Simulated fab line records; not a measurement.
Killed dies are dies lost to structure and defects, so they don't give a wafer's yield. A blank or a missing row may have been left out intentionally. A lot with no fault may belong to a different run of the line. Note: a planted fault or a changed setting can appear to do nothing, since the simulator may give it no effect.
The tool behind it: which one? + flow n5-finfet + 11 lots, 33 wafers sampled, at 1 step of a route of 1938

== WHAT THE GAUGES SHOWED, per wafer ==
N5_BEOL_M15_CD_MEAS_28: target cd 407.6 nm.
| lot  | measured     | on        | cd-nm (nm)        |
|------|--------------|-----------|-------------------|
| L076 | day 11 19:40 | cd-sem-01 | 401.4 401.5 403.0 |
| L078 | day 12 07:26 | cd-sem-02 | 407.8 409.9 409.1 |
| L075 | day 12 13:28 | cd-sem-01 | 405.8 405.5 408.5 |
| L081 | day 13 08:59 | cd-sem-01 | 414.3 410.7 410.3 |
| L084 | day 14 08:43 | cd-sem-01 | 407.5 408.6 405.4 |
| L086 | day 14 14:29 | cd-sem-02 | 409.9 410.5 411.3 |
| L087 | day 15 06:05 | cd-sem-02 | 405.9 407.9 405.6 |
| L089 | day 15 12:26 | cd-sem-03 | 408.0 407.5 406.6 |
| L091 | day 16 01:04 | cd-sem-01 | 410.5 410.1 410.8 |
| L093 | day 16 08:13 | cd-sem-02 | 411.0 409.3 410.6 |
| L095 | day 17 05:08 | cd-sem-01 | 410.4 406.8 409.8 |

== WHAT TOOL EACH LOT RAN ON (gives the tool, then ch and the chambers of the sampled wafers, and finally the start) ==
Record: no process step prior to these readings.

== THE ANSWER, worked out from the rows above alone ==
Rule: what is usual is taken from the lots themselves. The widest of any qualifying gaps counts: lots, ordered by their means at a reading, are off when they make up no more than a third of the lots, leave a main group of 4 or more, and stand apart from it by 3 or more times the standard deviation of that group's means. If all means in a main group match to the digits the tables above print for the reading, that group is not used. Also off: a lot with no number at a reading for which 4 or more lots have one. The other lots that the step has rows for count as sound.
None of the lots is off at any reading shown; this tells nothing.

== WHAT THE SIMULATOR HAD PUT IN ==
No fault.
